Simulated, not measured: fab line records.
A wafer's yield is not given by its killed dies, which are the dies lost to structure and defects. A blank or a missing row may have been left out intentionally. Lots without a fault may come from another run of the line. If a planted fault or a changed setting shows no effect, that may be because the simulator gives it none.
A lot that was struck, set against a sound lot || flow n5 finfet || 16 out of 1938 route steps
Sound: wafers L907.2, L907.4, L907.5. The struck wafers were L918.1, L918.2, L918.4. At the end, the cause is stated.
Order at every step that has rows: each side's tool, ch and its chambers, its first start. Under that, the readings that differ: sound wafers || struck wafers || difference of the means || sigmas: that difference in standard deviations of wafers without a fault.
alike: a reading whose means differ by less than 2 such deviations, as well as words and numbers matching on both sides. not compared: withheld readings; readings where some wafer has no value; bounds like >300 that might hide an equal value; numbers whose values overlap and for which the record gives no deviation.
A row with sigmas, a row that says differs or no value, or rows on one side alone: a step with any of these is where the two part. Numbers that have no deviation but don't overlap get no sigmas and don't part them. A reading that every wafer of one side lacks parts them only if that side has two wafers or more.

first, 8 steps without rows for these wafers: N5_WELL_APT_HMDS_01 (time 60 s); N5_WELL_APT_COAT_02 (resist thk 950 nm); N5_WELL_APT_EBR_04; N5_WELL_APT_SOFTBAKE_03 (time 60 s); N5_WELL_APT_EXPOSE_05 (exposes mask NWELL, defocus 0 nm, target cd 200 nm); N5_WELL_APT_PEB_06 (peb time 90 s); N5_WELL_APT_DEVELOP_07 (develop time 45 s); N5_WELL_APT_HARDBAKE_12 (time 120 s).
N5_WELL_APT_CD_MEAS_08: target cd 200 nm.
  sound on cd sem-02 ch 0, day 1 19:41; struck on cd sem-03 ch 0, day 4 13:50
  alike: cd nm
N5_WELL_APT_OVL_MEAS_09:
  sound on overlay-01 ch 0, day 1 19:43; struck on overlay-01 ch 0, day 4 13:52
  alike: NWELL_OVL
N5_WELL_APT_INSPECT_10: inspects for defects (macro).
  sound on defect inspect-01, day 1 19:44; struck on defect inspect-01, day 4 13:53
  alike: raw defect count
N5_WELL_APT_DESCUM_13: chemistry O2, time 7.9 s.
  sound on rie diel-05 ch 0,2, day 1 19:46; struck on rie diel-03 ch 1,2,3, day 4 14:03
{"reading": "drypump motor current A (A)", "sound": "5.9 6.4 6.4", "struck": "5.2 5.3 5.3", "difference": -1.0, "sigmas": -2}
  alike: oes product au, rf vpp V, showerhead plenum p Torr, throttle valve pct
  not compared: rf hours counter h
N5_WELL_APT_IMPLANT_14:
  sound on implanter-02 ch 0, day 1 19:54; struck on implanter-01 ch 0, day 4 14:32
{"reading": "beam on s (s)", "sound": "9.95 10.21 10.36", "struck": "9.69 9.63 9.65", "difference": -0.52, "sigmas": -3}
  alike: beam energy keV, rotation deg
after that, 1 step had no rows for these wafers: N5_WELL_APT_IMPLANT_15.
-- record jumps: 6 days separate the struck wafers' starts on either side; left off in module WELL_APT, taken up again in module BEOL_M4, whose first shown step is the route's number 1111 --
N5_BEOL_M4_RC_MEAS_101:
  sound on prober-01 ch 0, day 8 01:04; struck on prober-01 ch 0, day 10 23:15
  alike: DIBL_N, DIBL_P, IOFF_N, IOFF_P, ION_N, ION_P, SS_N, SS_P, VT_N, VT_P
-- the record jumps here: 4 days lie between the struck wafers' starts before and after (it left off in module BEOL_M4 and takes up again in module PASSIVATION, whose first step shown is number 1936 of the route) --
N5_PASSIVATION_PROBE_49:
  sound on prober-02, day 12 09:07; struck on prober-02, day 15 00:26
{"reading": "killed at other", "sound": "1 0 0", "struck": "17 12 5", "difference": "+11", "sigmas": "+4"}
  alike: defect limited yield, killed_at_M0_to_M3, killed_at_M4_up, killed at contacts, killed at front end, killed dies, killed open, killed short, sort_bin_5_function, sort_bin_6_memory, sort n pass, sort yield pct

## WHERE THEY PART
At N5_WELL_APT_DESCUM_13 first; at N5_PASSIVATION_PROBE_49 last (within this record only).

WHY: whatever the simulator had introduced
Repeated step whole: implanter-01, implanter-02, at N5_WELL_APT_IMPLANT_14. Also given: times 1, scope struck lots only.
